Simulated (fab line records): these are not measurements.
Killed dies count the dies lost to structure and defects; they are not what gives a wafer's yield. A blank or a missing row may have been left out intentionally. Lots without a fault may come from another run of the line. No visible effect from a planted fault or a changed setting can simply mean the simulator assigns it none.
fab line records    flow n5_finfet
record: lots: 3  wafers: 9  last_day: 17
route steps=1938 shown FIN_CUT@155 STI_FIN_REVEAL@183 PASSIVATION@1936
lots untouched by any fault: they come from a run of this same line in which no faults occurred
start_h: hours from the record's first day to the start of the lot's first wafer shown    wait_h: time in hours since the lot's previous step    " repeats the value in the row above    L1.1+2: one row covering several wafers at once    - value missing, or start not given    * or withheld: withheld    < > ~ a bound
route shown NAME@n: NAME is a module with steps in the file, n the number in the route of the first one    usual: the fault-free wafers' mean and standard deviation    same: alike in all rows    chamber/n: place in a boat    sites: readings site by site    _std_site: how widely they spread, as a standard deviation    _edge_site: outer sites' mean less inner sites'    radius_mm: for every site, how far away it sits from the centre of the wafer    mask NAME#n: copy n    behind: the last tool/chamber to shape the wafer    hold: why the lot was held/for how many hours/how that ended    device: transistor that didn't switch, given as n, p or np    end of line: tests of these same wafers at the route's end    a step with no rows: only its recipe    killed: not the wafer's yield, but the dies lost to structure and defects at the first sort    map: a wafer's dies, x killed, . not, _ none there
set.NAME: the setting the step ran with; set.NAME@STEP: the setting that earlier step ran with    model.NAME: the simulator's own value behind a step, which no gauge read
certain route steps with their lots: each step a table, each wafer a row
services: a tool's chamber out of use, with start hour (start_h, from the record's first day; less than 0 if before it), hours out, and reason
== steps ==
step: N5_FIN_CUT_COAT_19
recipe: resist: SiARC  temp_c: 220  time_s: 60  spin_rpm: 1500  resist_thk_nm: 20
step: N5_FIN_CUT_COAT_29
recipe: resist: underlayer  temp_c: 205  time_s: 60  spin_rpm: 1500  resist_thk_nm: 10
step: N5_FIN_CUT_COAT_02
recipe: resist: CAR-EUV  spin_rpm: 1500  resist_thk_nm: 30
step: N5_FIN_CUT_EBR_04
recipe: solvent: PGMEA  ebr_width_mm: 1.5
step: N5_FIN_CUT_SOFTBAKE_03
recipe: temp_c: 110  time_s: 60  resist: CAR-EUV
step: N5_FIN_CUT_EXPOSE_05
recipe: mask_id: FIN_CUT  na: 0.33  source_shape: annular  sigma_inner: 0.35  sigma_outer: 0.8  polarization: unpolarized  dose_mj: 45.75
step: N5_FIN_CUT_PEB_06
recipe: peb_temp_c: 100  peb_time_s: 60  resist: CAR-EUV
step: N5_FIN_CUT_DEVELOP_07
recipe: develop_time_s: 30  developer: TMAH  resist: CAR-EUV  rinse_liquid: surfactant_rinse  dry: air_spin  dev_temp_c: 23
step: N5_FIN_CUT_DESCUM_13
recipe: chemistry: O2  time_s: 7  source_power_w: 50  bias_power_w: 20  pressure_mtorr: 20  rf_frequency_hz: 2.712e+07  temp_c: 40  resist: CAR-EUV  o2_flow_sccm: 225
step: N5_FIN_CUT_ETCH_30
recipe: chemistry: N2/H2  target: underlayer  target_depth_a: 130  mask_material: CAR-EUV  time_s: 10.4  ion_energy_ev: 200  pressure_mtorr: 30  source_w: 840  bias_w: 150  n2_flow_sccm: 200  h2_flow_sccm: 200  ends: cleared
usual: drypump_motor_current_A: 5.9/0.45  etch_rf_on_time_s: 10.6/0.4  oes_product_au: 0.65/0.079  rf_vpp_V: 524.2/2.2  showerhead_plenum_p_Torr: 2.56/0.077  throttle_valve_pct: 17.9/0.32
lot.wafer  tool         chamber  start_h  wait_h  drypump_motor_current_A  etch_rf_on_time_s  oes_product_au  rf_hours_counter_h  rf_vpp_V  showerhead_plenum_p_Torr  throttle_valve_pct
L452.3     rie_diel-03  3        32.65    0.0     5.7                      11.1               0.60            169                 526.6     2.64                      18.0
L452.4     "            1        "        "       5.7                      10.4               0.66            128                 522.6     2.41                      17.8
L452.6     "            0        "        "       6.2                      10.1               0.61            -                   520.8     2.52                      17.9
L466.2     rie_diel-03  0        116.78   0.0     6.2                      10.2               0.59            238                 523.7     2.51                      17.9
L466.3     "            3        "        "       5.7                      11.1               0.58            193                 526.4     2.63                      18.0
L466.5     "            0        "        "       6.2                      10.2               0.59            -                   520.9     2.51                      17.9
L472.3     rie_diel-02  2        153.80   0.0     6.1                      10.9               0.58            244                 522.3     2.53                      18.6
L472.4     "            1        "        "       6.6                      10.7               0.69            83                  523.9     2.57                      17.6
L472.6     "            3        "        "       5.3                      10.4               0.73            -                   522.4     2.48                      17.5
step: N5_FIN_CUT_ETCH_20
recipe: chemistry: CF4  target: SiARC  target_depth_a: 260  mask_material: CAR-EUV  time_s: 43.3  ion_energy_ev: 80  pressure_mtorr: 40  source_w: 545  bias_w: 36  Ar_flow_sccm: 100  cf4_flow_sccm: 100  ends: cleared
step: N5_FIN_CUT_ETCH_21
recipe: chemistry: N2/H2  target: SOC  target_depth_a: 2190  overetch_a: 438  mask_material: SiARC  temp_c: 40  ion_energy_ev: 100  bias_w: 61  time_s: 523.5  pressure_mtorr: 30  source_w: 850  n2_flow_sccm: 200  h2_flow_sccm: 200
step: N5_FIN_CUT_STRIP_23
recipe: chemistry: N2/H2  temp_c: 40  n2_flow_sccm: 200  h2_flow_sccm: 200  rf_frequency_hz: 6e+07
step: N5_FIN_CUT_STRIP_31
recipe: chemistry: N2/H2  temp_c: 40  n2_flow_sccm: 200  h2_flow_sccm: 200  rf_frequency_hz: 6e+07
step: N5_FIN_CUT_STRIP_24
recipe: chemistry: CF4  resist: SiARC  power_w: 300  bias_power_w: 75  pressure_mtorr: 50  cf4_flow_sccm: 150  rf_frequency_hz: 6e+07
step: N5_FIN_CUT_CUT_ETCH_26
recipe: chemistry: CH3F/O2  target: SiNx  target_depth_a: 390  mask_material: SOC  time_s: 55.7  pressure_mtorr: 30  source_w: 395  bias_w: 73  Ar_flow_sccm: 150  CH3F_flow_sccm: 30  O2_flow_sccm: 20  ion_energy_ev: 120
step: N5_FIN_CUT_CUT_ETCH_27
recipe: chemistry: CHF3/O2  target: SiO2  target_depth_a: 40  mask_material: SOC  overetch_a: 20  time_s: 4.9  pressure_mtorr: 30  source_w: 650  bias_w: 170  Ar_flow_sccm: 200  CHF3_flow_sccm: 50  O2_flow_sccm: 5  ion_energy_ev: 200
step: N5_FIN_CUT_PRECLEAN_35
recipe: time_s: 13.3  temp_c: 45  pressure_torr: 125  p_hf_torr: 3  p_coreactant_torr: 25  chemistry: vHF
step: N5_FIN_CUT_CUT_ETCH_15
recipe: chemistry: HBr/Cl2/O2  target: Si  target_depth_a: 1000  bt_time_s: 10  mask_material: SOC  time_s: 42.4  ion_energy_ev: *  bias_w: *  pressure_mtorr: 10  icp_w: 800  HBr_flow_sccm: 150  Cl2_flow_sccm: 80  O2_flow_sccm: 12
step: N5_FIN_CUT_CUT_ETCH_28
recipe: chemistry: HBr/Cl2/O2  target: Si  target_depth_a: 60  mask_material: SOC  time_s: 2.4  ion_energy_ev: *  bias_w: *  pressure_mtorr: 10  icp_w: 800  HBr_flow_sccm: 150  Cl2_flow_sccm: 80  O2_flow_sccm: 12
step: N5_FIN_CUT_STRIP_22
recipe: chemistry: N2/H2  power_w: 500  temp_c: 40  pressure_mtorr: 50  rf_frequency_hz: 6e+07  overash_fraction: 0.3  bias_power_w: 8  h2_frac: 0.5  n2_flow_sccm: 300  h2_flow_sccm: 300
step: N5_FIN_CUT_PRECLEAN_36
recipe: chemistry: O3/DIW  time_s: 60  temp_c: 22  o3_ppm: 10
step: N5_FIN_CUT_SRD_32
recipe: dry: ipa_marangoni  time_s: 30  temp_c: 23  rinse_liquid: diw
step: N5_FIN_CUT_UV_OZONE_34
recipe: time_s: 120  pressure_torr: 760  temp_c: 25
step: N5_STI_FIN_REVEAL_ALD_00
recipe: material: SiO2  target_thk_a: 10  temp_c: 300  ald_precursor_family: BDEAS  ald_co_reactant: O2-plasma  pulse_time_s: 1  pressure_torr: 2
step: N5_STI_FIN_REVEAL_ALD_14
recipe: material: Si3N4  target_thk_a: 30  temp_c: 400  ald_precursor_family: SiH2I2  ald_co_reactant: N2/H2-plasma  pressure_torr: 2
step: N5_STI_FIN_REVEAL_FCVD_FILL_01
recipe: material: SiO2_flowable  target_thk_a: 3120  temp_c: 100  pressure_torr: 0.8  rf_w: 2000  time_s: 512.2
step: N5_STI_FIN_REVEAL_DENSIFY_02
recipe: temp_c: 650  ambient: steam  time_s: 1800  idle_temp_c: 400  densification_p_h2o_torr: 640
step: N5_STI_FIN_REVEAL_CMP_04
recipe: stop_on: Si3N4  t_overpolish_s: 4  down_force_psi: 2  platen_rpm: 54.18  post_cmp_clean: alkaline_brush  pad_velocity_m_s: 1.078  target_thk_nm: 131.83
step: N5_STI_FIN_REVEAL_DENSIFY_30
recipe: temp_c: *  time_s: *  ambient: N2  idle_temp_c: 600  ramp_up_c_per_s: 150  ramp_down_c_per_s: 60  cool_to_c: 600
step: N5_STI_FIN_REVEAL_ETCHBACK_08
recipe: chemistry: C4F6/O2  target: SiO2  target_depth_a: 305  time_s: 10.167  ion_energy_ev: 250  pressure_mtorr: 30  source_w: 345  bias_w: 185  Ar_flow_sccm: 300  C4F6_flow_sccm: 10  O2_flow_sccm: 10
step: N5_STI_FIN_REVEAL_STRIP_24
recipe: chemistry: N2/H2  time_s: 90  power_w: 100  temp_c: 40  pressure_mtorr: 100  rf_frequency_hz: 6e+07  bias_power_w: 3  n2_flow_sccm: 300  h2_flow_sccm: 300
step: N5_STI_FIN_REVEAL_PRECLEAN_25
recipe: chemistry: SPM  time_s: 90  temp_c: 120  mix: 4:1
step: N5_STI_FIN_REVEAL_PRECLEAN_26
recipe: chemistry: SC1  time_s: 45  temp_c: 46  mix: 1:2:100
step: N5_STI_FIN_REVEAL_PRECLEAN_29
recipe: chemistry: DHF  time_s: 30  temp_c: 25  dilution: 300:1
step: N5_STI_FIN_REVEAL_SRD_12
recipe: time_s: 30  temp_c: 23  rinse_liquid: diw  dry: ipa_marangoni
step: N5_STI_FIN_REVEAL_RECESS_09
recipe: chemistry: HF/NH3  target: SiO2  afs_cycles: 11  target_depth_a: 425  temp_c: 30  sublimation_temp_c: 180  sublimation_time_s: 60
step: N5_PASSIVATION_PROBE_49
usual: defect_limited_yield: 91.1/1.6  killed_at_M0_to_M3: 35/11  killed_at_M4_up: 13/5.4  killed_at_contacts: 13/6.5  killed_at_front_end: 40/14  killed_at_other: 4/3.1  killed_dies: 105/18  killed_on_rim: 14/4.1  killed_open: 69/14  killed_short: 34/7.3  sort_bin_5_function: 5.2/0.96  sort_bin_6_memory: 3.4/0.77  sort_n_pass: 1075/19  sort_yield_pct: 91.1/1.6
same: gross_dies: 1180  killed_at_back_side: 0  sort_bin_4_leakage[%]: 0  sort_bin_8_speed[%]: 0
lot.wafer  tool       chamber  start_h  wait_h  defect_limited_yield[%]  killed_at_M0_to_M3  killed_at_M4_up  killed_at_contacts  killed_at_front_end  killed_at_other  killed_dies  killed_on_rim  killed_open  killed_short  sort_bin_5_function[%]  sort_bin_6_memory[%]  sort_n_pass  sort_yield_pct[%]
L452.3     prober-02  -        285.42   0.2     89.7                     61                  9                7                   43                   2                122          14             75           40            5.7                     4.2                   1058         89.7
L452.4     prober-02  -        285.47   0.3     90.2                     49                  12               8                   44                   3                116          13             62           49            6.1                     3.3                   1064         90.2
L452.6     prober-02  -        285.57   0.4     89.1                     52                  14               13                  41                   9                129          17             79           46            5.6                     4.8                   1051         89.1
L466.2     prober-01  -        370.03   0.1     82.5                     31                  14               29                  128                  5                207          26             55           39            11.2                    3.7                   973          82.5
L466.3     prober-01  -        370.08   0.1     84.7                     40                  6                14                  110                  11               181          18             63           30            9.9                     3.6                   999          84.7
L466.5     prober-01  -        370.18   0.2     82.5                     21                  18               24                  139                  4                206          31             65           30            11.6                    3.6                   974          82.5
L472.3     prober-01  -        415.76   0.1     90.6                     25                  18               24                  42                   2                111          17             83           26            5.8                     3.1                   1069         90.6
L472.4     prober-01  -        415.81   0.2     90.9                     45                  4                8                   48                   2                107          14             69           33            5.0                     3.0                   1073         90.9
L472.6     prober-01  -        415.91   0.3     91.8                     30                  12               19                  24                   12               97           13             62           32            4.5                     3.6                   1083         91.8
killed by level:class
L452.3 BEOL_M0_SAQP:geometric_particle:open=22 BEOL_M0_SAQP:geometric_particle:short=14 STI_FIN_REVEAL:geometric_particle:open=7 BEOL_M1:geometric_particle:open=7 BEOL_M1:geometric_particle:short=7 FIN_SAQP:geometric_particle:open=6 DUMMY_GATE:geometric_particle:open=6 MOL_CONTACT_COAG:geometric_particle:open=5
L452.4 BEOL_M0_SAQP:geometric_particle:short=16 BEOL_M0_SAQP:geometric_particle:open=12 FIN_SAQP:geometric_particle:open=8 GATE_CUT:geometric_particle:short=7 STI_FIN_REVEAL:geometric_particle:open=6 BEOL_M1:geometric_particle:open=5 BEOL_M2:geometric_particle:open=5 FIN_SAQP:geometric_particle:short=4
L452.6 BEOL_M0_SAQP:geometric_particle:short=12 BEOL_M1:geometric_particle:open=11 MOL_CONTACT_COAG:geometric_particle:open=10 BEOL_M0_SAQP:geometric_particle:open=10 STI_FIN_REVEAL:geometric_particle:open=8 GATE_CUT:geometric_particle:short=6 BEOL_M2:geometric_particle:open=6 FIN_SAQP:geometric_particle:open=5
L466.2 FIN_CUT:unspecified=113 MOL_CONTACT_COAG:geometric_particle:short=15 MOL_CONTACT_COAG:geometric_particle:open=14 BEOL_M3:geometric_particle:open=10 BEOL_M0_SAQP:geometric_particle:short=7 BEOL_M5:geometric_particle:open=6 FIN_SAQP:geometric_particle:short=5 BEOL_M0_SAQP:geometric_particle:open=4
L466.3 FIN_CUT:unspecified=82 MOL_CONTACT_COAG:geometric_particle:open=13 BEOL_M1:geometric_particle:open=8 BEOL_M2:geometric_particle:open=7 FIN_SAQP:geometric_particle:short=6 BEOL_M0_SAQP:geometric_particle:open=6 BEOL_M3:geometric_particle:open=6 MIM_TOP_ETCH:geometric_particle:open=5
L466.5 FIN_CUT:unspecified=107 MOL_CONTACT_COAG:geometric_particle:open=22 FIN_SAQP:geometric_particle:short=12 BEOL_M4:geometric_particle:open=7 BEOL_M0_SAQP:geometric_particle:open=6 FIN_SAQP:geometric_particle:open=5 STI_FIN_REVEAL:geometric_particle:open=5 BEOL_M0_SAQP:geometric_particle:short=5
L472.3 MOL_CONTACT_COAG:geometric_particle:open=21 BEOL_M0_SAQP:geometric_particle:open=12 FIN_SAQP:geometric_particle:open=11 BEOL_M0_SAQP:geometric_particle:short=6 STI_FIN_REVEAL:geometric_particle:open=5 DUMMY_GATE:geometric_particle:open=5 BEOL_M3:geometric_particle:open=5 BEOL_M4:geometric_particle:open=5
L472.4 FIN_SAQP:geometric_particle:open=12 BEOL_M0_SAQP:geometric_particle:open=12 BEOL_M1:geometric_particle:open=7 BEOL_M0_SAQP:geometric_particle:short=7 BEOL_M2:geometric_particle:open=7 BEOL_M3:geometric_particle:open=7 DUMMY_GATE:geometric_particle:open=5 GATE_CUT:geometric_particle:open=5
L472.6 MOL_CONTACT_COAG:geometric_particle:open=13 BEOL_M0_SAQP:geometric_particle:open=7 BEOL_M3:geometric_particle:open=7 MOL_CONTACT_COAG:geometric_particle:short=6 GATE_CUT:geometric_particle:short=5 STARTING-WAFER:geometric_particle:open=4 BEOL_M1:geometric_particle:short=4 FIN_SAQP:geometric_particle:open=3
map L466.2 (x killed, . not)
_________________........x..x________________
______________........xxxxxxxxxx_____________
___________...........x.xxxxxxxxxxx__________
__________x........x...xxxxxxxxxxxxx_________
________...xx....x.....xxxxxxxxxxxxxxx_______
_______.x...............xxxxxxxxxxxxx.x______
______...............x.xxxxxxxxxxxxxx..._____
_____......x...........xxxxxxxxxxxxxx.x.x____
____..x................x..xxxxxxxxxxx.....___
___........x............xxxx.xxxxxx..x.....__
___.x..x....x............x......x..........__
__..x...x....................x.............._
__..x..xx....x......x....xx.....x..........._
_............................................
_..x...........x..x................x.........
_.....................................x......
_..........................x......x.......x.x
_..................x.x.....x..x.x............
_...............x.............x............x.
_....x.....x.....x..........x.......x..xx...x
_....x....................................x..
__....x......x....................x.x...x..._
__............x............................._
___.........x..............x..............x__
___x....x......x......x....................__
____...........x.x......x..x.............x___
_____....x.................x...........x.____
______...x...........x...........x...x.._____
_______..x..x...........x...........x..______
________......x.................x....._______
__________.......x.................._________
___________.........x..............__________
______________...........x......_____________
_________________........x...________________
map L452.6 (x killed, . not)
_________________.x..........________________
______________.................._____________
___________........................__________
__________............x....x...x...._________
________x..................x......x..._______
_______x.............x.....x...x.......______
______x.....x...........x......x........_____
_____....................x...........x...____
____.....x........x......x................___
___.....x............x..........x..........__
___...x..x.x.x.x..............x.......x...x__
__......x....x......x..xx.x....x............_
__....................x.........x....x.x...._
_.x......x.xxx.x........x....xx..........x...
_............x.x.......................x.....
_.x.x..............x.....x...........x.......
_...x.....x.....x..........x.............x...
_.....x.....x...............x..xx.......x..xx
_.......x..x......x......xx..................
_.........x.....x....x.............x....x....
_........x........x..........................
__........x..............................x.._
__............x.......x.x..................._
___x....x..........................x.......__
___x....x............x.x......x..x.........__
____xx.xx...........x..x...........x..x...___
_____.............x..................x...____
______xxxx......................x..x...x_____
_______.x.x.........x........x.x.......______
________.......x......................_______
__________.......x.....x......x....._________
___________...............x........__________
______________x........x........_____________
_________________x...........________________
== services ==
tool         chamber  start_h  hours  kind
rie_diel-03  1        38.14    5.2    repair
rie_diel-03  -        41.84    0.5    repair
rie_diel-02  2        45.01    8.6    repair
rie_diel-03  3        88.50    7.6    repair
rie_diel-03  2        135.89   -      clean
rie_diel-03  2        135.89   -      consumable_replace:focus_ring
rie_diel-03  2        135.89   17.7   scheduled_down
rie_diel-03  2        135.89   17.7   vent_cycle
rie_diel-02  -        142.37   0.3    repair
== key ==
first_sign: step: N5_PASSIVATION_PROBE_49  reading: killed_at_front_end  direction: up  sigmas: 6.2  usual: 40  struck: 126
effect: step: N5_PASSIVATION_PROBE_49  reading: defect_limited_yield  direction: down  sigmas: 5  usual: 91.1  struck: 83.2
more_kills_born_at: N5_FIN_CUT_ETCH_30@rie_diel-03: 302
met_at N5_FIN_CUT_ETCH_30
struck_wafers L466.2,L466.3,L466.5
onset_between 32.65 116.78
earlier_fault: kind: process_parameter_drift  tool: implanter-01  chamber: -  onset_h: 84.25  steps: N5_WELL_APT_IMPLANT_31  channel: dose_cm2  offset: 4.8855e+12  shape: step  end_h: 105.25  acts_in: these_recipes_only  stated: 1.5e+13
fault: kind: chamber_particle_source  tool: rie_diel-03  chamber: -  onset_h: 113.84  steps: N5_FIN_CUT_ETCH_30  rate_per_visit_cm2: 0.99404  end_h: 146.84
